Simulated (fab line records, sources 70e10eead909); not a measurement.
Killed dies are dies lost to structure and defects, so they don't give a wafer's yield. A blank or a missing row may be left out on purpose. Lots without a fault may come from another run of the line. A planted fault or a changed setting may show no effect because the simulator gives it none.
fab line records | flow nand_harc
record lots=13 wafers=39 last_day=24
route steps=1159 shown A_SLIT@793 A_SIN_REMOVE@808 A_WL_FILL@828 END@1159
lots that met no fault: from a run of the same line without faults
start_h: hours from the record's first day to the start of the lot's first wafer shown | wait_h: hours since the lot's step before | " the same as in the row above | L1.1+2: a row that stands for several wafers | - no value, or no start given | * or withheld: withheld | < > ~ a bound
route shown NAME@n: a module of which the file shows steps, and the number in the route of the first | usual: mean/standard deviation of fault-free wafers | same: alike in all rows | chamber/n: place in a boat | sites: the reading at each site | _std_site: their standard deviation | _edge_site: outer sites' mean less inner sites' | radius_mm: how far each site lies from the wafer's centre | mask NAME#n: copy n | behind: the tool/chamber that last shaped the wafer | hold: why the lot was held/for how many hours/how that ended | device: the transistor (n, p or np) that didn't switch | end of line: the same wafers' tests at the end of the route | a step without rows: its recipe alone | killed: dies lost to structure and defects at the first sort, not the wafer's yield | map: a wafer's dies, x killed, . not, _ none there
set.NAME: the setting as run; set.NAME@STEP: as run at that earlier step | model.NAME: the simulator's own value behind a step, which no gauge read
steps of the route over a sample of lots; a table a step, a row a wafer
services: from which hour (start_h, from the record's first day; less than 0 if before it) a tool's chamber was out of use, for how many hours, and why
## steps
# step NHARC_A_SLIT_DESCUM_14
# recipe time_s=3 o2_flow_sccm=200 ar_flow_sccm=0 bias_power_w=0 chemistry=O2
# usual chamber_pressure_mTorr=60.00/0.054 drypump_motor_current_A=5.6/0.49 oes_product_au=1.002/0.0093 rf_vpp_V=57.8/0.76 showerhead_plenum_p_Torr=1.90/0.065 throttle_valve_pct=11.309/0.0077
# columns lot.wafer tool chamber start_h wait_h chamber_pressure_mTorr drypump_motor_current_A oes_product_au rf_hours_counter_h rf_vpp_V showerhead_plenum_p_Torr throttle_valve_pct
L556.1 rie_diel-03 0 325.02 0.1 60.08 5.3 1.014 6 56.9 1.94 11.308
L556.4 " 2 " " 60.05 5.0 1.004 6 57.3 1.79 11.321
L556.6 " 0 " " 59.98 5.3 1.008 - 58.6 1.94 11.312
L555.2 rie_diel-01 3 325.32 0.1 59.98 5.6 1.001 0 58.2 1.86 11.303
L555.1 " 0 " " 60.04 5.2 1.009 0 57.7 1.95 11.314
L555.4 " 1 " " 60.00 5.5 0.992 0 57.6 1.83 11.306
L559.2 rie_diel-10 0 336.97 0.1 59.89 5.4 0.996 11 58.1 1.89 11.318
L559.4 " 2 " " 60.01 5.9 0.989 11 58.0 1.93 11.323
L559.6 " 0 " " 60.05 5.4 1.002 - 58.7 1.89 11.303
L560.3 rie_diel-03 3 337.61 0.1 60.10 5.7 1.001 7 57.6 1.86 11.318
L560.4 " 1 " " 60.01 5.9 0.995 6 56.9 1.79 11.310
L560.5 " 3 " " 59.87 5.7 0.994 - 57.3 1.86 11.308
L557.4 rie_diel-10 1 339.15 0.1 60.11 5.1 1.015 10 56.2 2.04 11.320
L557.1 " 0 " " 60.01 5.4 0.997 11 58.2 1.89 11.295
L557.6 " 1 " " 60.03 5.1 1.003 - 58.2 2.04 11.321
L562.1 rie_diel-01 2 360.72 0.1 60.07 6.6 1.001 3 56.2 1.91 11.316
L562.4 " 0 " " 59.91 5.2 1.008 3 56.9 1.95 11.304
L562.5 " 3 " " 60.02 5.5 1.013 - 57.8 1.86 11.308
L563.1 rie_diel-01 2 368.61 0.1 60.07 6.6 0.999 3 58.9 1.91 11.318
L563.6 " 3 " " 60.07 5.5 1.011 - 55.9 1.86 11.300
L563.5 " 0 " " 59.93 5.2 1.006 - 58.3 1.95 11.309
L567.2 rie_diel-01 2 393.57 0.1 59.90 6.6 1.003 6 56.5 1.91 11.317
L567.6 " 1 " " 60.05 5.5 0.993 - 58.0 1.83 11.320
L567.5 " 2 " " 59.99 6.6 0.984 - 58.1 1.91 11.331
L574.3 rie_diel-03 1 427.20 0.1 59.97 5.9 1.017 1 58.4 1.79 11.309
L574.6 " 1 " " 60.04 6.0 1.015 - 56.7 1.79 11.317
L574.5 " 2 " " 59.92 5.0 0.989 - 56.9 1.78 11.321
L573.4 rie_diel-01 0 429.23 0.1 59.93 5.1 1.015 8 57.5 1.95 11.310
L573.3 " 1 " " 60.04 5.6 1.001 8 58.0 1.83 11.315
L573.6 " 0 " " 60.08 5.2 1.011 - 58.2 1.95 11.293
L577.4 rie_diel-03 2 445.96 0.1 60.04 5.0 0.989 4 57.3 1.78 11.310
L577.3 " 1 " " 60.07 5.9 1.015 3 57.2 1.79 11.304
L577.5 " 3 " " 59.96 5.7 1.019 - 57.5 1.86 11.321
L575.2 rie_diel-10 1 446.12 0.1 59.95 5.2 1.002 5 58.5 2.03 11.307
L575.3 " 2 " " 59.96 5.9 0.995 4 58.0 1.93 11.299
L575.4 " 0 " " 60.06 5.4 1.010 6 58.2 1.89 11.318
L578.3 rie_diel-01 1 457.75 0.1 59.97 5.5 1.008 12 56.8 1.83 11.304
L578.5 " 1 " " 59.92 5.5 1.010 - 56.9 1.83 11.309
L578.6 " 2 " " 59.97 6.6 0.997 - 57.9 1.91 11.316
# step NHARC_A_SIN_REMOVE_INSPECT_04
# usual raw_defect_count=299/99
# columns lot.wafer tool chamber start_h wait_h raw_defect_count
L555.1 defect_inspect-01 - 337.57 0.0 210
L555.2 " - " " 268
L555.4 " - " " 416
L556.1 defect_inspect-01 - 337.58 0.0 298
L556.4 " - " " 334
L556.6 " - " " 346
L560.3 defect_inspect-01 - 348.04 0.0 271
L560.4 " - " " 202
L560.5 " - " " 325
L559.2 defect_inspect-01 - 348.04 0.1 347
L559.4 " - " " 249
L559.6 " - " " 230
L557.1 defect_inspect-01 - 348.06 0.1 564
L557.4 " - " " 558
L557.6 " - " " 424
L562.1 defect_inspect-01 - 371.59 0.0 247
L562.4 " - " " 424
L562.5 " - " " 241
L563.1 defect_inspect-01 - 379.67 0.0 254
L563.5 " - " " 326
L563.6 " - " " 249
L567.2 defect_inspect-01 - 404.46 0.0 300
L567.5 " - " " 266
L567.6 " - " " 343
L574.3 defect_inspect-02 - 437.40 0.0 269
L574.5 " - " " 306
L574.6 " - " " 315
L573.3 defect_inspect-02 - 440.61 0.0 277
L573.4 " - " " 301
L573.6 " - " " 305
L577.3 defect_inspect-01 - 460.50 0.0 274
L577.4 " - " " 253
L577.5 " - " " 269
L575.2 defect_inspect-02 - 460.54 0.0 217
L575.3 " - " " 187
L575.4 " - " " 221
L578.3 defect_inspect-01 - 468.93 0.0 215
L578.5 " - " " 178
L578.6 " - " " 252
# step NHARC_A_WL_FILL_CVD_23
# recipe target_thk_a=400 temp_c=620 pressure_mtorr=200 time_s=800 material=poly-Si
# columns lot.wafer tool chamber start_h wait_h
L555.1+2+4 lpcvd_poly-03 0 359.48 2.6
L556.1+4+6 lpcvd_poly-03 0 359.48 2.5
L557.1+4+6 lpcvd_poly-04 0 365.52 2.2
L559.2+4+6 lpcvd_poly-04 0 365.52 0.6
L560.3+4+5 lpcvd_poly-04 0 365.52 -
L562.1+4+5 lpcvd_poly-01 0 423.64 32.4
L563.1+5+6 lpcvd_poly-01 0 430.43 32.4
L567.2+5+6 lpcvd_poly-04 0 452.92 32.3
L573.3+4+6 lpcvd_poly-03 0 458.02 0.7
L574.3+5+6 lpcvd_poly-03 0 458.02 2.6
L575.2+3+4 lpcvd_poly-03 0 484.41 2.6
L577.3+4+5 lpcvd_poly-03 0 484.41 2.3
L578.3+5+6 lpcvd_poly-04 0 487.50 2.2
# step NHARC_A_WL_FILL_CMP_12
# recipe t_overpolish_s=30 target_thk_nm=75
# usual motor_current_A=12.4/1.2 overpolish_run_s=30.001/0.0096 slurry_flow_ml_min=150.0/0.49 time_to_endpoint_s=13.8/2.4
# columns lot.wafer tool chamber start_h wait_h motor_current_A overpolish_run_s slurry_flow_ml_min time_to_endpoint_s
L555.2 cmp-04 0 370.14 3.6 11.7 30.010 150.2 12.7
L555.1 " 1 " " 11.5 30.002 150.7 15.4
L555.4 " 3 " " 13.6 29.990 150.7 14.6
L556.1 cmp-04 1 372.68 4.4 11.8 29.999 149.6 12.7
L556.4 " 0 " " 11.9 29.990 150.2 14.9
L556.6 " 2 " " 14.8 30.004 150.1 14.1
L560.3 cmp-01 1 374.88 2.9 13.5 30.001 150.5 21.0
L560.4 " 0 " " 10.9 30.001 150.2 15.4
L560.5 " 2 " " 13.3 29.987 150.2 17.8
L557.1 cmp-04 3 376.94 4.3 12.9 29.998 149.9 14.8
L557.4 " 2 " " 14.6 30.004 150.7 10.0
L557.6 " 0 " " 11.9 30.005 149.9 10.9
L559.4 cmp-04 3 379.25 2.9 13.2 30.014 150.1 14.8
L559.2 " 0 " " 12.3 30.003 150.3 11.3
L559.6 " 0 " " 12.5 30.004 150.2 13.0
L562.4 cmp-02 3 434.13 2.9 10.2 30.000 149.3 11.9
L562.1 " 0 " " 12.3 29.996 149.3 10.3
L562.5 " 3 " " 10.4 29.989 149.4 12.3
L563.1 cmp-02 2 439.73 3.7 11.9 30.010 150.3 9.5
L563.6 " 0 " " 11.5 30.004 149.5 12.6
L563.5 " 1 " " 12.6 30.008 150.0 12.7
L567.2 cmp-02 0 462.08 4.5 12.7 29.993 150.1 12.7
L567.6 " 1 " " 12.6 29.990 150.4 9.8
L567.5 " 2 " " 11.6 29.999 150.2 11.6
L573.3 cmp-01 2 468.03 2.2 12.0 29.999 149.8 14.5
L573.4 " 1 " " 13.1 29.994 150.2 18.5
L573.6 " 3 " " 13.1 30.001 150.0 16.4
L574.3 cmp-02 0 468.54 2.2 12.4 29.988 149.5 14.5
L574.6 " 0 " " 13.1 29.995 149.7 13.9
L574.5 " 1 " " 11.8 29.990 150.1 13.8
L577.3 cmp-04 1 492.72 2.9 11.3 30.001 149.4 15.0
L577.4 " 3 " " 13.4 30.015 150.7 13.3
L577.5 " 1 " " 11.1 29.994 149.7 14.4
L575.4 cmp-02 0 493.37 2.2 12.6 29.991 149.2 15.8
L575.2 " 2 " " 12.6 30.005 150.3 16.2
L575.3 " 3 " " 10.5 29.996 150.3 13.1
L578.3 cmp-02 3 499.20 2.5 10.4 29.993 150.5 16.0
L578.6 " 0 " " 11.9 29.987 150.2 9.8
L578.5 " 1 " " 11.9 29.998 149.7 13.0
# step NHARC_END_SORT_01
# recipe temp_c=25
# usual killed_at_array=26/11 killed_at_other=0.6/1 killed_at_periphery=3.1/2.1 killed_dies=30/11 killed_open=3.4/1.8 killed_short=2.1/1.5
# same gross_dies=677
# columns lot.wafer tool chamber start_h wait_h killed_at_array killed_at_other killed_at_periphery killed_dies killed_open killed_short
L563.1 prober-02 0 516.64 2.5 15 0 9 24 3 1
L563.5 prober-02 0 519.92 3.8 15 0 3 18 1 2
L563.6 prober-02 0 520.74 4.1 16 1 2 19 3 0
L562.1 prober-01 0 532.31 2.5 25 0 3 28 1 4
L562.4 prober-01 0 534.70 3.4 34 1 3 38 3 1
L562.5 prober-01 0 535.50 3.7 28 2 1 31 3 1
L567.2 prober-02 0 541.55 2.8 13 0 7 20 7 2
L567.5 prober-02 0 543.95 3.7 14 0 4 18 2 3
L567.6 prober-02 0 544.75 4.0 6 1 5 12 3 0
# killed by level:class
L563.1 A_WL_FILL:chamber_film_flake=4 P_GATE:chamber_film_flake=3 A_CHANNEL_HOLE_D1:chamber_film_flake=3 P_STI:chamber_film_flake=2 A_CHANNEL_FILL_D1:chamber_film_flake=2 A_CONTACT:chamber_film_flake=2 P_GATE:geometric_particle:open=1 P_CONTACT:geometric_particle:short=1
L563.5 P_GATE:chamber_film_flake=3 A_WL_FILL:chamber_film_flake=3 A_ZERO_WELL:chamber_film_flake=2 A_CHANNEL_HOLE_D1:chamber_film_flake=2 A_STAIRCASE:chamber_film_flake=2 A_CONTACT:chamber_film_flake=2 A_CONTACT:geometric_particle:short=1 A_CONTACT:geometric_particle:open=1
L563.6 A_CHANNEL_HOLE_D1:chamber_film_flake=5 A_WL_FILL:chamber_film_flake=2 A_ZERO_WELL:chamber_film_flake=2 A_CHANNEL_FILL_D1:chamber_film_flake=2 A_CONTACT:chamber_film_flake=2 P_M0:geometric_particle:open=1 A_SGD_CUT:geometric_particle:open=1 A_CONTACT:geometric_particle:open=1
L562.1 A_SLIT:chamber_film_flake=11 A_SGD_CUT:chamber_film_flake=5 A_CHANNEL_FILL_D1:chamber_film_flake=3 A_CHANNEL_HOLE_D1:chamber_film_flake=2 P_CONTACT:geometric_particle:short=1 A_CHANNEL_FILL_D1:geometric_particle:short=1 A_CHANNEL_FILL_D1:geometric_particle:open=1 A_SGD_CUT:geometric_particle:short=1
L562.4 A_SLIT:chamber_film_flake=12 A_CHANNEL_HOLE_D1:chamber_film_flake=9 A_SGD_CUT:chamber_film_flake=3 A_CONTACT:chamber_film_flake=3 A_CHANNEL_FILL_D1:chamber_film_flake=2 P_GATE:geometric_particle:open=1 A_ONON_D1:geometric_particle:short=1 A_CONTACT:geometric_particle:open=1
L562.5 A_SLIT:chamber_film_flake=14 A_SGD_CUT:chamber_film_flake=4 A_CONTACT:chamber_film_flake=4 THIN_TSV:chamber_film_flake=2 A_M1:geometric_particle:open=2 A_CHANNEL_HOLE_D1:chamber_film_flake=2 P_M0:geometric_particle:short=1 A_CHANNEL_FILL_D1:geometric_particle:open=1
L567.2 P_CONTACT:geometric_particle:open=3 A_CHANNEL_HOLE_D1:chamber_film_flake=3 A_SOURCE_PLATE:geometric_particle:open=2 P_STI:chamber_film_flake=2 A_STAIRCASE:chamber_film_flake=2 P_GATE:geometric_particle:open=1 P_M0:geometric_particle:short=1 A_ONON_D1:geometric_particle:open=1
L567.5 A_BONDPAD:chamber_film_flake=5 A_CHANNEL_HOLE_D1:chamber_film_flake=4 P_M0:geometric_particle:short=1 P_M0:geometric_particle:open=1 A_CONTACT:geometric_particle:short=1 A_CONTACT:geometric_particle:open=1 A_M0:geometric_particle:short=1 P_STI:chamber_film_flake=1
L567.6 A_CHANNEL_HOLE_D1:chamber_film_flake=3 P_CONTACT:geometric_particle:open=2 A_SGD_CUT:geometric_particle:open=1 P_STI:chamber_film_flake=1 P_GATE:chamber_film_flake=1 P_M2:chamber_film_flake=1 A_SLIT:chamber_film_flake=1 A_WL_FILL:chamber_film_flake=1
## services
# columns tool chamber start_h hours kind
cmp-04 - 301.08 4.0 pm
rie_diel-01 0 304.14 4.4 repair
rie_diel-10 1 308.08 15.5 repair
rie_diel-01 - 314.80 9.0 pm
lpcvd_poly-04 - 315.23 26.0 pm
cmp-02 - 324.50 4.0 pm
rie_diel-10 - 329.36 0.2 repair
rie_diel-10 - 353.50 9.0 pm
cmp-02 - 359.44 0.9 repair
cmp-04 - 359.58 0.8 repair
rie_diel-10 1 370.58 2.2 repair
rie_diel-01 3 382.26 3.8 repair
rie_diel-03 - 392.30 9.0 pm
rie_diel-01 0 395.84 10.0 repair
rie_diel-01 - 399.08 0.2 repair
cmp-04 - 399.08 4.0 pm
rie_diel-03 3 411.44 4.4 repair
cmp-02 - 412.07 1.5 repair
cmp-02 - 422.50 4.0 pm
cmp-02 - 427.14 0.9 repair
rie_diel-03 1 485.50 7.4 repair
cmp-04 - 486.84 1.7 repair
rie_diel-01 - 491.80 9.0 pm
cmp-04 - 497.13 4.0 pm
## key
first_sign step=NHARC_A_WL_FILL_CVD_23 reading=wait_h direction=changed
effect none on later readings
met_at NHARC_A_WL_FILL_CVD_23
struck_lots L562,L563,L567
struck_wafers L562.1,L562.4,L562.5,L563.1,L563.5,L563.6,L567.2,L567.5,L567.6
tester_left_out L562,L563,L567
not_acting_at NHARC_A_SLIT_DESCUM_14,NHARC_A_SIN_REMOVE_INSPECT_04,NHARC_A_WL_FILL_CMP_12
fault kind=queue_time_violation tool=lpcvd_poly-01,lpcvd_poly-03,lpcvd_poly-04 chamber=0 onset_h=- steps=NHARC_A_WL_FILL_CVD_23 delay_hr=30 scope=struck_lots_only
# tester_left_out: of these lots the tester's yield and bins aren't shown, on N5 and GAA mostly nor the transistor test; their killed dies are dies lost to structure and defects alone, not to doping, threshold or leakage, so they don't give the yield
